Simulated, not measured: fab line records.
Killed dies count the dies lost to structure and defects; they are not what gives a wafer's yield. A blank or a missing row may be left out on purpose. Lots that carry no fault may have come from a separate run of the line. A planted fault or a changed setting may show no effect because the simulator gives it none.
One fault through the eyes of 2 desks + flow n5-finfet + what lay behind the numbers comes last; until then each desk has only its own

## THE METROLOGY DESK
Means of the sampled wafers that have a number, per lot and without regard to the tool the lot ran on: this is what the gauges read. The brackets show how far a lot's mean lies from the usual mean; more than 4 standard deviations puts the lot out of limits, marked OUT. Readings shown: 7 out of 18 (the first out of limits, and those lying furthest out on some lot).
Columns: A = thk-nm at N5_SD_EPI_P_EPI_MEAS_23, usual 61.0 nm; B = RS_SD_P at N5_SD_ACTIVATION_RS_MEAS_03, usual 56.2 ohm/sq; C = RC_DENSE_P at N5_BEOL_M4_RC_MEAS_101, usual 24.2 ohm.um; D = RC_P at N5_BEOL_M4_RC_MEAS_101, usual 19.7 ohm.um; E = REXT_P at N5_BEOL_M4_RC_MEAS_101, usual 101.0 ohm.um; F = RS_SD_P at N5_BEOL_M4_RC_MEAS_101, usual 66.1 ohm/sq; G = VT_P_LVT at N5_BEOL_M4_RC_MEAS_101, usual -97 mV
| lot  | first seen here | A              | B              | C               | D               | E               | F               | G               |
|------|-----------------|----------------|----------------|-----------------|-----------------|-----------------|-----------------|-----------------|
| L896 | day 4 18:22     | 60.0           | 56.2           | 24.0            | 19.6            | 99.8            | 66.4            | -100            |
| L897 | day 4 21:46     | 60.8           | 56.3           | 24.2            | 19.8            | 100.2           | 66.5            | -95             |
| L898 | day 5 05:02     | 61.3           | 56.3           | 24.1            | 19.5            | 104.6           | 66.4            | -101            |
| L901 | day 6 03:32     | 61.4           | 56.8           | 24.9            | 20.2            | 101.0           | 66.3            | -95             |
| L903 | day 6 13:55     | 60.4           | 56.0           | 24.2            | 19.8            | 98.8            | 65.9            | -100            |
| L906 | day 7 03:40     | 44.2 (-14) OUT | 98.4 (+47) OUT | 29.0 (+5.9) OUT | 23.6 (+6.0) OUT | 139.4 (+13) OUT | 114.1 (+50) OUT | -108            |
| L907 | day 7 11:32     | 44.6 (-14) OUT | 96.4 (+45) OUT | 28.0 (+4.7) OUT | 22.9 (+5.0) OUT | 139.1 (+13) OUT | 111.9 (+48) OUT | -113 (-4.9) OUT |
| L913 | day 8 22:33     | 61.3           | 56.3           | 24.9            | 20.4            | 99.3            | 66.2            | -99             |
This desk's verdict: out of limits on L906, L907, starting with L906 at day 7 03:40 (thk-nm at N5_SD_EPI_P_EPI_MEAS_23). L896, L897, L898, L901, L903, L913 stayed within limits.

## DESK OF THE TOOL OWNER: epi-rpcvd-01
The tool's own readings at N5_SD_EPI_P_EPI_21 (deposits SiGe:B, time 355 s): means of the sampled wafers that have a number, for each lot that ran on this tool. The brackets show how far a lot's mean lies from the usual mean; more than 4 standard deviations puts the lot out of limits, marked OUT.
Columns: A = chamber-pressure-Torr at N5_SD_EPI_P_EPI_21, usual 20.00 Torr
| lot  | first seen here | A                      |
|------|-----------------|------------------------|
| L896 | day 4 16:32     | 19.95                  |
| L897 | day 4 20:17     | 20.00                  |
| L898 | day 5 02:07     | 20.02                  |
| L901 | day 6 01:04     | 20.01                  |
| L903 | day 6 11:00     | 20.03                  |
| L906 | day 7 01:13     | 8.82 (-99 or more) OUT |
| L907 | day 7 09:05     | 8.83 (-99 or more) OUT |
This desk's verdict: out of limits on L906, L907, starting with L906 at day 7 01:13 (chamber-pressure-Torr at N5_SD_EPI_P_EPI_21). L896, L897, L898, L901, L903 stayed within limits.

## ALL TOGETHER
An alarm could have come from the tool owner's desk at day 7 01:13, on L906, L907.
At day 7 03:40 the metrology desk could have sounded an alarm, on L906, L907.
All the named lots went through N5_SD_EPI_P_EPI_21 on epi-rpcvd-01.

## WHAT WAS PUT IN BY THE SIMULATOR
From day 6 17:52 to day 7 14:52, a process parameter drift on epi-rpcvd-01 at N5_SD_EPI_P_EPI_21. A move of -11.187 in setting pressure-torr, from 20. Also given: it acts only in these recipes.
Struck lots among those shown: L906, L907.
Counting hours from when the fault started, the first reading out of limits came at 7 for the tool owner's desk and at 10 for the metrology desk.
